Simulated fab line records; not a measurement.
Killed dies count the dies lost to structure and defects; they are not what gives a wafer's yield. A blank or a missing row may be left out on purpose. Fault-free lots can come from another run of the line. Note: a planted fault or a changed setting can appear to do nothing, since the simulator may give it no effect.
Split-lot trial || flow n5Finfet || route with 1938 steps; 7 lots, 21 wafers read

## SPLIT DETAILS
At N5_BEOL_M12_SPUTTER_44 (material Ta, target thk 10 nm, time 16.13 s), the setting timeS was moved away from the recipe's 16.13 s on 4 of the 21 wafers read, by -10.5% to +9.5%. For the rest of the wafers, this setting stayed at what the recipe calls for.

The split's own step is where the reading is taken.

## THE READING
Ta_of_BEOL_M12_SPUTTER_44.thkNm (the simulator's own value, which no gauge read), in nm, at N5_BEOL_M12_SPUTTER_44 (material Ta, target thk 10 nm, time 16.13 s). The file does not state a usual value for it. The 17 wafers here that ran the recipe average 10.0 nm, standard deviation 0.14 nm.

{"wafer": "L076.1", "tool, chamber at the split": "pvdSputter-02, -", "timeS as run, s": 16.13, "against the recipe": "recipe", "Ta_of_BEOL_M12_SPUTTER_44.thkNm, nm": 9.8, "against lot-mates on the recipe": "-"}
{"wafer": "L076.2", "tool, chamber at the split": "pvdSputter-02, -", "timeS as run, s": 16.13, "against the recipe": "recipe", "Ta_of_BEOL_M12_SPUTTER_44.thkNm, nm": 9.8, "against lot-mates on the recipe": "-"}
{"wafer": "L076.4", "tool, chamber at the split": "pvdSputter-02, -", "timeS as run, s": 16.13, "against the recipe": "recipe", "Ta_of_BEOL_M12_SPUTTER_44.thkNm, nm": 9.8, "against lot-mates on the recipe": "-"}
{"wafer": "L078.2", "tool, chamber at the split": "pvdSputter-01, -", "timeS as run, s": 16.13, "against the recipe": "recipe", "Ta_of_BEOL_M12_SPUTTER_44.thkNm, nm": 10, "against lot-mates on the recipe": "-"}
{"wafer": "L078.3", "tool, chamber at the split": "pvdSputter-01, -", "timeS as run, s": 16.13, "against the recipe": "recipe", "Ta_of_BEOL_M12_SPUTTER_44.thkNm, nm": 10, "against lot-mates on the recipe": "-"}
{"wafer": "L078.5", "tool, chamber at the split": "pvdSputter-01, -", "timeS as run, s": 16.13, "against the recipe": "recipe", "Ta_of_BEOL_M12_SPUTTER_44.thkNm, nm": 10, "against lot-mates on the recipe": "-"}
{"wafer": "L086.1", "tool, chamber at the split": "pvdSputter-03, -", "timeS as run, s": 16.13, "against the recipe": "recipe", "Ta_of_BEOL_M12_SPUTTER_44.thkNm, nm": 10.2, "against lot-mates on the recipe": "-"}
{"wafer": "L086.6", "tool, chamber at the split": "pvdSputter-03, -", "timeS as run, s": 16.13, "against the recipe": "recipe", "Ta_of_BEOL_M12_SPUTTER_44.thkNm, nm": 10.2, "against lot-mates on the recipe": "-"}
{"wafer": "L086.3", "tool, chamber at the split": "pvdSputter-03, -", "timeS as run, s": 17.66, "against the recipe": "+9.5%", "Ta_of_BEOL_M12_SPUTTER_44.thkNm, nm": 11.2, "against lot-mates on the recipe": "+1.0"}
{"wafer": "L085.4", "tool, chamber at the split": "pvdSputter-01, -", "timeS as run, s": 16.13, "against the recipe": "recipe", "Ta_of_BEOL_M12_SPUTTER_44.thkNm, nm": 10, "against lot-mates on the recipe": "-"}
{"wafer": "L085.6", "tool, chamber at the split": "pvdSputter-01, -", "timeS as run, s": 16.13, "against the recipe": "recipe", "Ta_of_BEOL_M12_SPUTTER_44.thkNm, nm": 10, "against lot-mates on the recipe": "-"}
{"wafer": "L085.5", "tool, chamber at the split": "pvdSputter-01, -", "timeS as run, s": 14.44, "against the recipe": "-10.5%", "Ta_of_BEOL_M12_SPUTTER_44.thkNm, nm": 9, "against lot-mates on the recipe": -1.0}
{"wafer": "L093.2", "tool, chamber at the split": "pvdSputter-01, -", "timeS as run, s": 16.13, "against the recipe": "recipe", "Ta_of_BEOL_M12_SPUTTER_44.thkNm, nm": 9.8, "against lot-mates on the recipe": "-"}
{"wafer": "L093.4", "tool, chamber at the split": "pvdSputter-01, -", "timeS as run, s": 16.13, "against the recipe": "recipe", "Ta_of_BEOL_M12_SPUTTER_44.thkNm, nm": 10, "against lot-mates on the recipe": "-"}
{"wafer": "L093.6", "tool, chamber at the split": "pvdSputter-01, -", "timeS as run, s": 16.13, "against the recipe": "recipe", "Ta_of_BEOL_M12_SPUTTER_44.thkNm, nm": 10, "against lot-mates on the recipe": "-"}
{"wafer": "L092.1", "tool, chamber at the split": "pvdSputter-01, -", "timeS as run, s": 16.13, "against the recipe": "recipe", "Ta_of_BEOL_M12_SPUTTER_44.thkNm, nm": 10.2, "against lot-mates on the recipe": "-"}
{"wafer": "L092.2", "tool, chamber at the split": "pvdSputter-01, -", "timeS as run, s": 16.13, "against the recipe": "recipe", "Ta_of_BEOL_M12_SPUTTER_44.thkNm, nm": 10, "against lot-mates on the recipe": "-"}
{"wafer": "L092.5", "tool, chamber at the split": "pvdSputter-01, -", "timeS as run, s": 16.13, "against the recipe": "recipe", "Ta_of_BEOL_M12_SPUTTER_44.thkNm, nm": 10, "against lot-mates on the recipe": "-"}
{"wafer": "L096.2", "tool, chamber at the split": "pvdSputter-01, -", "timeS as run, s": 14.52, "against the recipe": "-10.0%", "Ta_of_BEOL_M12_SPUTTER_44.thkNm, nm": 9, "against lot-mates on the recipe": -1.2}
{"wafer": "L096.4", "tool, chamber at the split": "pvdSputter-01, -", "timeS as run, s": 14.52, "against the recipe": "-10.0%", "Ta_of_BEOL_M12_SPUTTER_44.thkNm, nm": 9, "against lot-mates on the recipe": -1.2}
{"wafer": "L096.3", "tool, chamber at the split": "pvdSputter-01, -", "timeS as run, s": 16.13, "against the recipe": "recipe", "Ta_of_BEOL_M12_SPUTTER_44.thkNm, nm": 10.2, "against lot-mates on the recipe": "-"}

FIT RESULTS
A straight line over all 21 wafers: Ta_of_BEOL_M12_SPUTTER_44.thkNm changes by +0.106 nm for each +1% of timeS; r = +0.96; the points scatter about the line by 0.14 nm.
The same after taking each lot's own level away (the mean of its wafers on the recipe; 21 wafers): +0.11 nm for each +1%; r = +0.99; scatter 0.072 nm.
According to that fit, moving timeS by its largest amount changes the reading by 1.2 nm.
From 9.80 to 10.20 nm: that is the span of the lots' own levels, equal to 2.9 times the standard deviation above.
The two slopes agree, so the slope changes little with the lot-to-lot level.
Check: with one of the wafers moved furthest among these (-10.5%) left out of the fit, the line predicts -1.22 nm for it against its lot-mates. Against them it came out at -1 nm.

## OTHER SPLITS APPLIED TO THESE WAFERS
Note: prior to the reading, these wafers also went through further splits. Each is held against what the fit with the lots' levels taken away leaves over:
{"other split on the same wafers": "N5_BEOL_M9_COAT_60 spinRpm", "wafers away from the commonest value": 6, "r with Ta_of_BEOL_M12_SPUTTER_44.thkNm (lot level and that fit taken away)": -0.32}
{"other split on the same wafers": "N5_BEOL_M10_COAT_22 spinRpm", "wafers away from the commonest value": 7, "r with Ta_of_BEOL_M12_SPUTTER_44.thkNm (lot level and that fit taken away)": -0.17}
{"other split on the same wafers": "N5_BEOL_M10_DEVELOP_27 developTimeS", "wafers away from the commonest value": 5, "r with Ta_of_BEOL_M12_SPUTTER_44.thkNm (lot level and that fit taken away)": "+0.12"}
{"other split on the same wafers": "N5_BEOL_M11_COAT_63 spinRpm", "wafers away from the commonest value": 7, "r with Ta_of_BEOL_M12_SPUTTER_44.thkNm (lot level and that fit taken away)": "+0.41"}
{"other split on the same wafers": "N5_BEOL_M11_EXPOSE_25 doseMj", "wafers away from the commonest value": 5, "r with Ta_of_BEOL_M12_SPUTTER_44.thkNm (lot level and that fit taken away)": "+0.07"}

## THE FILE'S OWN FIT
Ta_of_BEOL_M12_SPUTTER_44.thkNm changes by +0.107 nm for each +1% of timeS, r = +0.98.
